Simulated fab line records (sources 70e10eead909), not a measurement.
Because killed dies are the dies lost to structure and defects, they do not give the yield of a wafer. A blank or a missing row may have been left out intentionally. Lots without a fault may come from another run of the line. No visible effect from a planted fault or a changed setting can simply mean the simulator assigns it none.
Which tool is to blame?    flow nand_harc    Sampling: 11 lots, 33 wafers, 6 of 1302 route steps

== WHAT THE GAUGES READ, wafer by wafer ==
NHARC_END_SORT_01.
lot   measured      on         defect_limited_yield (%)
L502  day 33 02:41  prober-01  95.0

== WHAT TOOL EACH LOT RAN ON (gives the tool, then ch and the chambers of the sampled wafers, and finally the start) ==
lot   NHARC_P_M0_DEP_32                NHARC_P_M1_DESCUM_14                NHARC_P_M1_PRE_CLEAN_30                  NHARC_P_M1_ECD_22               NHARC_P_M1_CMP_23
L481  pecvd-02 ch 0,1,2, day 6 02:32   rie_diel-08 ch 1,2,3, day 6 03:51   pvd_sputter-03, day 6 05:20 or earlier   ecd_cu-02 ch 0,1, day 6 05:20   cmp-04 ch 0,2, day 6 06:05
L482  pecvd-03 ch 0,1,2, day 6 14:18   rie_diel-08 ch 2,3, day 6 15:38     pvd_sputter-02, day 6 17:06 or earlier   ecd_cu-01 ch 0,1, day 6 17:06   cmp-01 ch 0,2, day 6 17:45
L490  pecvd-01 ch 0,1, day 9 15:06     rie_diel-08 ch 0,2,3, day 9 16:25   pvd_sputter-02, day 9 17:46 or earlier   ecd_cu-01 ch 0,1, day 9 17:46   cmp-03 ch 0,1, day 9 18:31
L489  pecvd-02 ch 0,1,2, day 9 16:20   rie_diel-08 ch 1,2,3, day 9 17:43   pvd_sputter-01, day 9 19:11 or earlier   ecd_cu-02 ch 0,1, day 9 19:11   cmp-01 ch 1,3, day 9 19:49
L491  pecvd-03 ch 0,2, day 10 02:56    rie_diel-08 ch 2,3, day 10 04:22    pvd_sputter-03, day 10 05:48 or earlier  ecd_cu-02 ch 0,1, day 10 05:48  cmp-04 ch 1,2, day 10 06:28
L492  pecvd-01 ch 0,1, day 10 15:24    rie_diel-11 ch 1,2,3, day 10 16:49  pvd_sputter-02, day 10 18:13 or earlier  ecd_cu-01 ch 0,1, day 10 18:13  cmp-04 ch 0,2,3, day 10 18:58
L493  pecvd-02 ch 0,1,2, day 11 05:04  rie_diel-11 ch 0,1,2, day 11 06:19  pvd_sputter-03, day 11 07:45 or earlier  ecd_cu-01 ch 0,1, day 11 07:45  cmp-01 ch 0,1,3, day 11 08:25
L494  pecvd-02 ch 0,1,2, day 12 07:32  rie_diel-11 ch 0,1,2, day 12 08:59  pvd_sputter-01, day 12 10:23 or earlier  ecd_cu-01 ch 0,1, day 12 10:23  cmp-03 ch 0,2,3, day 12 11:08
L502  pecvd-02 ch 0,1, day 14 21:18    rie_diel-08 ch 0,1,2, day 14 22:42  pvd_sputter-02, day 15 00:08 or earlier  ecd_cu-02 ch 0, day 15 00:08    cmp-01 ch 0,1,3, day 15 00:55
L503  pecvd-03 ch 0,1,2, day 15 04:47  rie_diel-11 ch 0,3, day 15 06:02    pvd_sputter-03, day 15 07:31 or earlier  ecd_cu-02 ch 0,1, day 15 07:31  cmp-01 ch 0,2, day 15 08:10
L504  pecvd-03 ch 0,1,2, day 15 18:20  rie_diel-08 ch 0,1,2, day 15 19:46  pvd_sputter-02, day 15 21:18 or earlier  ecd_cu-02 ch 0,1, day 15 21:18  cmp-03 ch 1,3, day 15 21:58
- NHARC_P_M0_DEP_32: deposits SiCN, target thk 30 nm.
- NHARC_P_M1_DESCUM_14: chemistry O2, time 3 s.
- NHARC_P_M1_PRE_CLEAN_30: time 30 s.
- NHARC_P_M1_ECD_22: material Cu, target thk 400 nm.
- NHARC_P_M1_CMP_23: polishes, t overpolish 20 s, target thk 157.82 nm.

== THE ANSWER, worked out from the rows above alone ==
Rule: usual is defined by the lots themselves. Put in order of their means at a reading, lots are off if they are a third of the lots or fewer, leave a main group of 4 or more, and stand apart from it by a gap of 3 or more times the standard deviation of the main group's means; of several such gaps the widest counts. A main group whose means are all the same, to the digits that the tables above print for the reading, isn't used. A lot without any number at a reading at which 4 lots or more have one is off too. All remaining lots with rows at the step are treated as sound.
No lot is off on any of the readings shown, so nothing can be concluded from this.

== WHAT THE SIMULATOR PUT IN ==
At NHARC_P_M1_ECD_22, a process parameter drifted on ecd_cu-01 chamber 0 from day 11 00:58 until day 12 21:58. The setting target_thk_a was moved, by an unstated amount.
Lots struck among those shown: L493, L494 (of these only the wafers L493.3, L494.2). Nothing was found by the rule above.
